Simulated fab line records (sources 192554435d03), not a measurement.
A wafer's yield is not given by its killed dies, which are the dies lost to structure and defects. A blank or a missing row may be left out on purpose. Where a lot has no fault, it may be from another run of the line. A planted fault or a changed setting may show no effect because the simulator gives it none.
8D (eight disciplines) problem report, filled in by code + flow n5Finfet + the parts of the form that need people (team, actions taken, sign-off) are left out

1. PROBLEM STATEMENT
Mean of killed_at_M0_to_M3 at N5_PASSIVATION_PROBE_49: 144 across 4 wafers in 3 lots; on wafers with no fault it is 31 (standard deviation 10). Relative to the usual mean, that is a shift of +11 standard deviations.
The first sign was on wafer L612.5 at day 16 21:21, on prober-01. The record has a number at this step for 15 wafers belonging to 6 lots. By rule, "out" or "out of limits" means more than 4 standard deviations away from the usual mean. The rest of the wafers with a number are treated as sound.

2. WHAT IT IS, AND WHAT IT ISN'T
| question                    | is                                                                                 | is not                                                                                                          |
|-----------------------------|------------------------------------------------------------------------------------|-----------------------------------------------------------------------------------------------------------------|
| which readings at this step | killed_at_M0_to_M3, defectLimitedYield, killedDies, sort_bin_5_function, sortNPass | killed_at_M4_up, killedAtContacts, killedAtOther, killedOpen, killedShort, sort_bin_4_leakage, sort_bin_8_speed |
| which lots                  | L612, L613, L614                                                                   | L595, L604, L605                                                                                                |
| which wafers of those lots  | L612.5, L613.4, L614.2, L614.5                                                     | L612.4, L612.6, L613.1, L613.6, L614.6                                                                          |
| read on which tools         | prober-01                                                                          | prober-02                                                                                                       |
| when                        | from day 16 21:21                                                                  | up to then (7 sound wafers); but 4 sound wafers of L612, L613, L614 came after                                  |

3. SUSPECTS, AND WHAT RULES EACH OUT
Counting: a tool at a process step up to the reading stays a suspect if it ran every lot that is out. Sound lots after the first of them don't rule it out here, since some wafers of a struck lot are sound.
- pvdSputter-02 at N5_BEOL_M1_SPUTTER_96 (material Cu, target thk 4.5 nm, time 8.29 s): kept. Ran every lot that is out, first one L613 (day 11 07:31); last sound lot up to then L604 (day 9 05:07).
- rieDiel-05 at N5_MIM_TOP_ETCH_STRIP_01 (strips in O2): kept. Ran every lot that is out, first one L612 (day 16 10:06); last sound lot up to then L595 (day 12 05:23).
- prober-01 at N5_PASSIVATION_PROBE_49: kept. Ran every lot that is out, first one L612 (day 16 21:18); last sound lot up to then L605 (day 15 07:04). Its own defectLimitedYield, killed_at_M0_to_M3, killedDies, sort_bin_5_function, sortNPass readings are out on those wafers.
The count leaves pvdSputter-02 at N5_BEOL_M1_SPUTTER_96, rieDiel-05 at N5_MIM_TOP_ETCH_STRIP_01, and prober-01 at N5_PASSIVATION_PROBE_49.

4. THE CAUSE (what the simulator had put in)
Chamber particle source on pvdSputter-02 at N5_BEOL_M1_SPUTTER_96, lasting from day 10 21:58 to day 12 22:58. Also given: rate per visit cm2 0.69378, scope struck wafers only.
Of the 3 suspects that counting leaves, this tool is one.

5. SEQUENCE OF EFFECTS, ordered by route
Each row: a reading where the mean over the struck wafers with a number is more than 3 standard deviations away from the usual. Only readings whose record carries a usual standard deviation are examined. hours: median over the lots of the time between each lot's start at the first step of this table that gives one and its start at this step. sigmas: the change, counted in usual standard deviations.
| hours | step                    | reading             | usual  | on struck wafers | change | sigmas |
|-------|-------------------------|---------------------|--------|------------------|--------|--------|
| 0     | N5_PASSIVATION_PROBE_49 | defectLimitedYield  | 91.2 % | 80.5             | -10.7  | -7.1   |
| 0     | N5_PASSIVATION_PROBE_49 | killed_at_M0_to_M3  | 31     | 144              | +112   | +11    |
| 0     | N5_PASSIVATION_PROBE_49 | killedDies          | 104    | 229              | +125   | +7.0   |
| 0     | N5_PASSIVATION_PROBE_49 | sort_bin_5_function | 5.1 %  | 12.0             | +6.9   | +6.2   |
| 0     | N5_PASSIVATION_PROBE_49 | sortNPass           | 1076   | 951              | -125   | -7.0   |
Here are the process steps it includes:
- N5_PASSIVATION_PROBE_49

6. WHAT WOULD HAVE CAUGHT IT SOONER
In this record the first reading out of limits was taken at day 16 21:21, 143 hours after the fault began at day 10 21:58.
An alarm limit of 4 standard deviations would not have fired on the tool readings at N5_BEOL_M1_SPUTTER_96 for which the record gives a usual standard deviation, since none of them was out on any struck wafer.
The start of N5_BEOL_M1_SPUTTER_96 on pvdSputter-02 came by day 16 21:21 for every one of the lots that are out (3). A hold on the tool at that time would have spared none of them.
